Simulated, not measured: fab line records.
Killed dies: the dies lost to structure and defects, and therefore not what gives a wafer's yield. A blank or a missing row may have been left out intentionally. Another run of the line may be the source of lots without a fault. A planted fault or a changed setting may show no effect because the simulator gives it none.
The tool behind it: which one? || flow n5 finfet || 9 lots with 26 wafers sampled at 5 steps, on a route of 1938 steps

== WHAT THE GAUGES SHOWED, per wafer ==
N5_HKMG_FIN_CD_MEAS_49 targets a cd of 202 nm.
{"lot": "L703", "measured": "day 4 00:10", "on": "cd sem-01", "cd nm (nm)": "201.5 201.6 200.8"}
{"lot": "L705", "measured": "day 4 13:35", "on": "cd sem-02", "cd nm (nm)": "202.5 201.3 201.6"}
{"lot": "L706", "measured": "day 4 18:49", "on": "cd sem-01", "cd nm (nm)": "201.7 201.3 201.5"}
{"lot": "L710", "measured": "day 5 18:31", "on": "cd sem-02", "cd nm (nm)": "200.9 202.7 201.9"}
{"lot": "L712", "measured": "day 6 03:52", "on": "cd sem-01", "cd nm (nm)": "202.4 202.4 202.6"}
{"lot": "L719", "measured": "day 7 21:11", "on": "cd sem-01", "cd nm (nm)": "202.0 201.9 201.4"}
{"lot": "L721", "measured": "day 8 11:20", "on": "cd sem-01", "cd nm (nm)": "202.0 202.0 203.0"}
{"lot": "L722", "measured": "day 8 15:03", "on": "cd sem-02", "cd nm (nm)": "202.1 202.0 202.7"}
{"lot": "L724", "measured": "day 9 09:59", "on": "cd sem-02", "cd nm (nm)": "202.8 202.6"}

N5_BEOL_M4_RC_MEAS_101.
{"lot": "L703", "measured": "day 8 02:34", "on": "prober-01", "DIBL_N (mV/V)": "37.8 37.7 35.5", "DIBL_P (mV/V)": "38.9 38.4 36.7", "IOFF_N (nA/um)": "0.19 0.19 0.15", "IOFF_P (nA/um)": "0.26 0.27 0.23", "ION_N (uA/um)": "682 686 675", "ION_P (uA/um)": "470 473 469", "SS_N (mV/dec)": "72.1 72.0 71.0", "SS_P (mV/dec)": "73.8 73.4 72.5", "VT_N (mV)": "246 248 252", "VT_P (mV)": "-245.8 -246.1 -248.8"}
{"lot": "L705", "measured": "day 8 13:50", "on": "prober-02", "DIBL_N (mV/V)": "36.3 39.2 34.9", "DIBL_P (mV/V)": "36.0 38.8 33.5", "IOFF_N (nA/um)": "0.15 0.22 0.13", "IOFF_P (nA/um)": "0.21 0.24 0.16", "ION_N (uA/um)": "670 679 668", "ION_P (uA/um)": "464 462 455", "SS_N (mV/dec)": "71.2 71.9 70.1", "SS_P (mV/dec)": "72.9 73.5 72.4", "VT_N (mV)": "251 245 251", "VT_P (mV)": "-248.5 -249.6 -255.4"}
{"lot": "L706", "measured": "day 8 20:51", "on": "prober-02", "DIBL_N (mV/V)": "37.0 36.8 38.2", "DIBL_P (mV/V)": "37.1 36.1 38.9", "IOFF_N (nA/um)": "0.16 0.14 0.19", "IOFF_P (nA/um)": "0.24 0.21 0.27", "ION_N (uA/um)": "688 666 689", "ION_P (uA/um)": "479 465 476", "SS_N (mV/dec)": "71.4 71.5 71.7", "SS_P (mV/dec)": "73.4 73.0 73.9", "VT_N (mV)": "249 253 247", "VT_P (mV)": "-247.9 -248.5 -246.0"}
{"lot": "L710", "measured": "day 9 10:03", "on": "prober-02", "DIBL_N (mV/V)": "35.2 37.0 37.0", "DIBL_P (mV/V)": "31.7 34.8 34.8", "IOFF_N (nA/um)": "0.13 0.16 0.15", "IOFF_P (nA/um)": "0.17 0.20 0.20", "ION_N (uA/um)": "671 685 662", "ION_P (uA/um)": "459 467 460", "SS_N (mV/dec)": "71.0 71.5 71.9", "SS_P (mV/dec)": "72.1 72.7 72.6", "VT_N (mV)": "253 249 251", "VT_P (mV)": "-252.1 -252.0 -250.5"}
{"lot": "L712", "measured": "day 10 03:26", "on": "prober-02", "DIBL_N (mV/V)": "38.1 35.9 36.9", "DIBL_P (mV/V)": "36.5 34.8 36.1", "IOFF_N (nA/um)": "0.17 0.14 0.15", "IOFF_P (nA/um)": "0.23 0.20 0.22", "ION_N (uA/um)": "684 675 661", "ION_P (uA/um)": "472 468 462", "SS_N (mV/dec)": "71.6 70.9 71.7", "SS_P (mV/dec)": "73.5 72.3 73.3", "VT_N (mV)": "248 250 252", "VT_P (mV)": "-248.6 -249.5 -247.4"}
{"lot": "L719", "measured": "day 14 13:00", "on": "prober-02", "DIBL_N (mV/V)": "32.9 33.7 33.4", "DIBL_P (mV/V)": "34.5 35.4 34.9", "IOFF_N (nA/um)": "0.14 0.14 0.14", "IOFF_P (nA/um)": "0.19 0.20 0.19", "ION_N (uA/um)": "678 661 660", "ION_P (uA/um)": "462 459 459", "SS_N (mV/dec)": "71.1 71.2 70.5", "SS_P (mV/dec)": "73.4 72.9 73.0", "VT_N (mV)": "249 249 252", "VT_P (mV)": "-251.0 -253.3 -251.4"}
{"lot": "L721", "measured": "day 14 18:15", "on": "prober-02", "DIBL_N (mV/V)": "37.5 37.8 39.2", "DIBL_P (mV/V)": "38.0 36.8 38.9", "IOFF_N (nA/um)": "0.18 0.17 0.20", "IOFF_P (nA/um)": "0.28 0.24 0.26", "ION_N (uA/um)": "662 678 672", "ION_P (uA/um)": "460 466 456", "SS_N (mV/dec)": "71.3 72.0 72.5", "SS_P (mV/dec)": "73.8 73.4 73.3", "VT_N (mV)": "248 251 247", "VT_P (mV)": "-245.2 -246.1 -245.9"}
{"lot": "L722", "measured": "day 13 15:39", "on": "prober-02", "DIBL_N (mV/V)": "37.7 37.1 35.4", "DIBL_P (mV/V)": "38.0 36.4 35.3", "IOFF_N (nA/um)": "0.17 0.16 0.13", "IOFF_P (nA/um)": "0.21 0.19 0.18", "ION_N (uA/um)": "679 667 665", "ION_P (uA/um)": "457 447 458", "SS_N (mV/dec)": "72.3 72.0 71.1", "SS_P (mV/dec)": "73.4 72.9 73.0", "VT_N (mV)": "250 253 252", "VT_P (mV)": "-251.3 -255.7 -252.1"}
{"lot": "L724", "measured": "day 14 15:30", "on": "prober-01", "DIBL_N (mV/V)": "36.0 37.3", "DIBL_P (mV/V)": "35.6 36.9", "IOFF_N (nA/um)": "0.14 0.16", "IOFF_P (nA/um)": "0.19 0.21", "ION_N (uA/um)": "664 685", "ION_P (uA/um)": "456 462", "SS_N (mV/dec)": "71.3 71.8", "SS_P (mV/dec)": "72.3 73.2", "VT_N (mV)": "251 250", "VT_P (mV)": "-252.3 -249.8"}

== TOOL THAT RAN EACH LOT (tool first, then ch and the chambers of the sampled wafers, then the start) ==
{"lot": "L703", "N5_HKMG_FIN_HK_ANNEAL_02": "rtp anneal-02 ch 0, day 3 23:34", "N5_HKMG_FIN_ETCH_54": "rie diel-05 ch 0,2, day 4 00:19", "N5_HKMG_FIN_STRIP_57": "rie diel-05 ch 2,3, day 4 00:34"}
{"lot": "L705", "N5_HKMG_FIN_HK_ANNEAL_02": "rtp anneal-01 ch 0, day 4 12:51", "N5_HKMG_FIN_ETCH_54": "rie diel-01 ch 0,1,2, day 4 13:43", "N5_HKMG_FIN_STRIP_57": "rie diel-01 ch 0,1,2, day 4 13:58"}
{"lot": "L706", "N5_HKMG_FIN_HK_ANNEAL_02": "rtp anneal-01 ch 0, day 4 18:05", "N5_HKMG_FIN_ETCH_54": "rie diel-01 ch 0,1,3, day 4 18:56", "N5_HKMG_FIN_STRIP_57": "rie diel-01 ch 0,1,3, day 4 19:11"}
{"lot": "L710", "N5_HKMG_FIN_HK_ANNEAL_02": "rtp anneal-02 ch 0, day 5 17:56", "N5_HKMG_FIN_ETCH_54": "rie diel-06 ch 0,1, day 5 18:44", "N5_HKMG_FIN_STRIP_57": "rie diel-06 ch 0,1, day 5 18:59"}
{"lot": "L712", "N5_HKMG_FIN_HK_ANNEAL_02": "rtp anneal-01 ch 0, day 6 03:17", "N5_HKMG_FIN_ETCH_54": "rie diel-01 ch 0,1,3, day 6 03:59", "N5_HKMG_FIN_STRIP_57": "rie diel-01 ch 0,1,3, day 6 04:14"}
{"lot": "L719", "N5_HKMG_FIN_HK_ANNEAL_02": "rtp anneal-02 ch 0, day 7 20:34", "N5_HKMG_FIN_ETCH_54": "rie diel-06 ch 0,3, day 7 21:31", "N5_HKMG_FIN_STRIP_57": "rie diel-06 ch 0,3, day 7 21:46"}
{"lot": "L721", "N5_HKMG_FIN_HK_ANNEAL_02": "rtp anneal-01 ch 0, day 8 10:35", "N5_HKMG_FIN_ETCH_54": "rie diel-05 ch 1,2,3, day 8 11:28", "N5_HKMG_FIN_STRIP_57": "rie diel-05 ch 1,2,3, day 8 11:43"}
{"lot": "L722", "N5_HKMG_FIN_HK_ANNEAL_02": "rtp anneal-02 ch 0, day 8 14:20", "N5_HKMG_FIN_ETCH_54": "rie diel-05 ch 1,2, day 8 15:11", "N5_HKMG_FIN_STRIP_57": "rie diel-05 ch 1,2, day 8 15:25"}
{"lot": "L724", "N5_HKMG_FIN_HK_ANNEAL_02": "rtp anneal-02 ch 0, day 9 09:25", "N5_HKMG_FIN_ETCH_54": "rie diel-01 ch 1,2, day 9 10:17", "N5_HKMG_FIN_STRIP_57": "rie diel-01 ch 1,2, day 9 10:32"}
- N5_HKMG_FIN_HK_ANNEAL_02: time 30 s.
- N5_HKMG_FIN_ETCH_54: etches SiARC in CF4, target depth 45.5 nm, time 75.8 s.
- N5_HKMG_FIN_STRIP_57: strips in CF4.

== AS READ BY THE TOOLS THEMSELVES (means over the sampled wafers that have a number; for cases with no such wafer, the mark the record gives instead) ==
N5_HKMG_FIN_HK_ANNEAL_02.
{"lot": "L703", "tool": "rtp anneal-02", "lamp power pct (%)": 8.85, "lamp_zone_4_pct (%)": 8.804, "wafer_temp_C_max": 702.4}
{"lot": "L705", "tool": "rtp anneal-01", "lamp power pct (%)": 8.88, "lamp_zone_4_pct (%)": 8.789, "wafer_temp_C_max": 703.2}
{"lot": "L706", "tool": "rtp anneal-01", "lamp power pct (%)": 8.83, "lamp_zone_4_pct (%)": 8.798, "wafer_temp_C_max": 703.0}
{"lot": "L710", "tool": "rtp anneal-02", "lamp power pct (%)": 8.80, "lamp_zone_4_pct (%)": 8.799, "wafer_temp_C_max": 702.8}
{"lot": "L712", "tool": "rtp anneal-01", "lamp power pct (%)": 8.82, "lamp_zone_4_pct (%)": 8.797, "wafer_temp_C_max": 702.9}
{"lot": "L719", "tool": "rtp anneal-02", "lamp power pct (%)": 8.82, "lamp_zone_4_pct (%)": 8.790, "wafer_temp_C_max": 702.3}
{"lot": "L721", "tool": "rtp anneal-01", "lamp power pct (%)": 8.79, "lamp_zone_4_pct (%)": 8.804, "wafer_temp_C_max": 702.9}
{"lot": "L722", "tool": "rtp anneal-02", "lamp power pct (%)": 8.79, "lamp_zone_4_pct (%)": 8.797, "wafer_temp_C_max": 703.4}
{"lot": "L724", "tool": "rtp anneal-02", "lamp power pct (%)": 8.84, "lamp_zone_4_pct (%)": 8.802, "wafer_temp_C_max": 702.5}

N5_HKMG_FIN_ETCH_54.
{"lot": "L703", "tool": "rie diel-05", "bias w (W)": 36.02, "drypump motor current A (A)": 5.8, "etch rf on time s (s)": 76.8, "oes product au (a.u.)": 0.61, "rf vpp V (V)": 184.1, "showerhead plenum p Torr (Torr)": 2.15, "throttle valve pct (%)": 15.64}
{"lot": "L705", "tool": "rie diel-01", "bias w (W)": 35.82, "drypump motor current A (A)": 5.7, "etch rf on time s (s)": 74.5, "oes product au (a.u.)": 0.71, "rf vpp V (V)": 183.7, "showerhead plenum p Torr (Torr)": 2.16, "throttle valve pct (%)": 15.48}
{"lot": "L706", "tool": "rie diel-01", "bias w (W)": 36.10, "drypump motor current A (A)": 5.9, "etch rf on time s (s)": 74.2, "oes product au (a.u.)": 0.68, "rf vpp V (V)": 184.6, "showerhead plenum p Torr (Torr)": 2.18, "throttle valve pct (%)": 15.61}
{"lot": "L710", "tool": "rie diel-06", "bias w (W)": 35.98, "drypump motor current A (A)": 5.4, "etch rf on time s (s)": 76.6, "oes product au (a.u.)": 0.66, "rf vpp V (V)": 183.5, "showerhead plenum p Torr (Torr)": 2.09, "throttle valve pct (%)": 15.51}
{"lot": "L712", "tool": "rie diel-01", "bias w (W)": 36.01, "drypump motor current A (A)": 5.9, "etch rf on time s (s)": 73.5, "oes product au (a.u.)": 0.76, "rf vpp V (V)": 184.5, "showerhead plenum p Torr (Torr)": 2.18, "throttle valve pct (%)": 15.45}
{"lot": "L719", "tool": "rie diel-06", "bias w (W)": 35.94, "drypump motor current A (A)": 5.5, "etch rf on time s (s)": 112.5, "oes product au (a.u.)": 0.58, "rf vpp V (V)": 205.9, "showerhead plenum p Torr (Torr)": 2.14, "throttle valve pct (%)": 15.60}
{"lot": "L721", "tool": "rie diel-05", "bias w (W)": 35.86, "drypump motor current A (A)": 6.2, "etch rf on time s (s)": 74.9, "oes product au (a.u.)": 0.74, "rf vpp V (V)": 183.8, "showerhead plenum p Torr (Torr)": 2.11, "throttle valve pct (%)": 15.39}
{"lot": "L722", "tool": "rie diel-05", "bias w (W)": 36.04, "drypump motor current A (A)": 6.0, "etch rf on time s (s)": 73.8, "oes product au (a.u.)": 0.76, "rf vpp V (V)": 184.7, "showerhead plenum p Torr (Torr)": 2.14, "throttle valve pct (%)": 15.43}
{"lot": "L724", "tool": "rie diel-01", "bias w (W)": 36.00, "drypump motor current A (A)": 5.7, "etch rf on time s (s)": 77.8, "oes product au (a.u.)": 0.69, "rf vpp V (V)": 183.9, "showerhead plenum p Torr (Torr)": 2.12, "throttle valve pct (%)": 15.46}

N5_HKMG_FIN_STRIP_57.
{"lot": "L703", "tool": "rie diel-05", "drypump motor current A (A)": 6.3, "oes product au (a.u.)": 0.68, "rf vpp V (V)": 271.4, "showerhead plenum p Torr (Torr)": 1.82, "throttle valve pct (%)": 13.57}
{"lot": "L705", "tool": "rie diel-01", "drypump motor current A (A)": 5.7, "oes product au (a.u.)": 0.81, "rf vpp V (V)": 271.6, "showerhead plenum p Torr (Torr)": 1.81, "throttle valve pct (%)": 13.46}
{"lot": "L706", "tool": "rie diel-01", "drypump motor current A (A)": 5.9, "oes product au (a.u.)": 0.78, "rf vpp V (V)": 271.7, "showerhead plenum p Torr (Torr)": 1.83, "throttle valve pct (%)": 13.60}
{"lot": "L710", "tool": "rie diel-06", "drypump motor current A (A)": 5.4, "oes product au (a.u.)": 0.77, "rf vpp V (V)": 270.1, "showerhead plenum p Torr (Torr)": 1.75, "throttle valve pct (%)": 13.50}
{"lot": "L712", "tool": "rie diel-01", "drypump motor current A (A)": 5.9, "oes product au (a.u.)": 0.87, "rf vpp V (V)": 271.8, "showerhead plenum p Torr (Torr)": 1.83, "throttle valve pct (%)": 13.44}
{"lot": "L719", "tool": "rie diel-06", "drypump motor current A (A)": 5.6, "oes product au (a.u.)": 0.76, "rf vpp V (V)": 271.2, "showerhead plenum p Torr (Torr)": 1.80, "throttle valve pct (%)": 13.62}
{"lot": "L721", "tool": "rie diel-05", "drypump motor current A (A)": 6.2, "oes product au (a.u.)": 0.84, "rf vpp V (V)": 270.2, "showerhead plenum p Torr (Torr)": 1.76, "throttle valve pct (%)": 13.34}
{"lot": "L722", "tool": "rie diel-05", "drypump motor current A (A)": 6.0, "oes product au (a.u.)": 0.85, "rf vpp V (V)": 271.0, "showerhead plenum p Torr (Torr)": 1.79, "throttle valve pct (%)": 13.37}
{"lot": "L724", "tool": "rie diel-01", "drypump motor current A (A)": 5.7, "oes product au (a.u.)": 0.81, "rf vpp V (V)": 270.8, "showerhead plenum p Torr (Torr)": 1.77, "throttle valve pct (%)": 13.43}

== THE ANSWER, worked out from the rows above alone ==
Rule: the usual values come from the lots themselves. Put in order of their means at a reading, lots are off if they are a third of the lots or fewer, leave a main group of 4 or more, and stand apart from it by a gap of 3 or more times the standard deviation of the main group's means; of several such gaps the widest counts. A main group whose means are all the same, to the digits that the tables above print for the reading, isn't used. A lot without any number at a reading at which 4 lots or more have one is off too. Any other lot the step has rows for is counted as sound. First the gauges in route order, then the tools' own readings, where a lot's mean is used as printed above. The first step at which some lot is off is used, and at that step the reading that is off furthest; a lot without a number counts as furthest.
Off: L719, seen at N5_BEOL_M4_RC_MEAS_101 (DIBL_N). The main group: mean 37.0 mV/V, standard deviation 0.51.
If a tool, at a process step before that reading, ran all the lots that are off and no sound lot after the first of them, it fits. The gauges at N5_BEOL_M4_RC_MEAS_101 aren't tried: what is off there is off at N5_HKMG_FIN_ETCH_54 too, on other tools, and a gauge's error can't cause that. One candidate fits, namely rie diel-06 at N5_HKMG_FIN_ETCH_54 and N5_HKMG_FIN_STRIP_57. At N5_HKMG_FIN_ETCH_54 its last sound lot is L710 (day 5 18:44), its first lot that is off L719 (day 7 21:31): a fault that began between those two fits.
The tool's own readings at N5_HKMG_FIN_ETCH_54 bear it out: on the lots that are off they differ by more than 5 times the standard deviation of the sound lots' means. etch rf on time s reads 112.5 s there against 75.3 s on the sound lots; rf vpp V reads 205.9 V there against 184.1 V on the sound lots.

== WHAT THE SIMULATOR HAD INSERTED ==
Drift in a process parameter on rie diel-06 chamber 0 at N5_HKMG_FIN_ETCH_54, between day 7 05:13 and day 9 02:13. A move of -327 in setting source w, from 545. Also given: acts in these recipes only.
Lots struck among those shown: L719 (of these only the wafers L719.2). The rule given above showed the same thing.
